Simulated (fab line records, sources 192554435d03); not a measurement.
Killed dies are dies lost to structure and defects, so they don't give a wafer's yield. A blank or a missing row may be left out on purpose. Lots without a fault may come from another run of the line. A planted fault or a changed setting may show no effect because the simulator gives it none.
Chamber matching | flow n5_finfet | N5_FIN_CUT_STRIP_22 on rie_diel-05: 4 sister chambers
The step strips in N2/H2. 8 wafers are shown with their chamber, then 9 later ones without.

WAFERS WITH THEIR CHAMBER
wafer  | chamber | showerhead_plenum_p_Torr (Torr) | throttle_valve_pct (%)
L082.2 | 0       | 3.54                            | 18.6
L082.4 | 3       | 3.20                            | 19.2
L083.4 | 0       | 3.54                            | 18.7
L084.5 | 1       | 3.23                            | 18.5
L084.6 | 2       | 3.32                            | 19.5
L092.2 | 1       | 3.23                            | 18.5
L092.4 | 3       | 3.19                            | 19.2
L092.5 | 2       | 3.31                            | 19.5

WAFERS WITHOUT THEIR CHAMBER
wafer  | showerhead_plenum_p_Torr (Torr) | throttle_valve_pct (%)
L093.3 | 3.31                            | 19.5
L093.5 | 3.31                            | 19.5
L093.6 | 3.53                            | 18.7
L096.2 | 3.22                            | 18.6
L096.4 | 3.18                            | 19.2
L096.5 | 3.31                            | 19.5
L097.3 | 3.52                            | 18.7
L097.5 | 3.30                            | 19.5
L097.6 | 3.22                            | 18.6

WHICH CHAMBER EACH WENT THROUGH
wafer  | from the rows above | in truth
L093.3 | 2                   | 2
L093.5 | 2                   | 2
L093.6 | 0                   | 0
L096.2 | 1                   | 1
L096.4 | 3                   | 3
L096.5 | 2                   | 2
L097.3 | 0                   | 0
L097.5 | 2                   | 2
L097.6 | 1                   | 1
Placed correctly: 9 of 9. Can't be placed from these rows: 0. Placed wrongly: 0.
How it was worked out, from the rows above alone: a wafer's distance from a chamber is the root of the sum, over the readings, of the square of ((its reading less the chamber's mean) divided by the reading's scatter). The wafer belongs to the nearest chamber; if the next one is less than 2 further off, it can't be placed. A chamber's mean is the mean of its shown wafers. The scatter: the root of (the sum of the squares of (reading less its chamber's mean) over the shown wafers, divided by (wafers less chambers)).
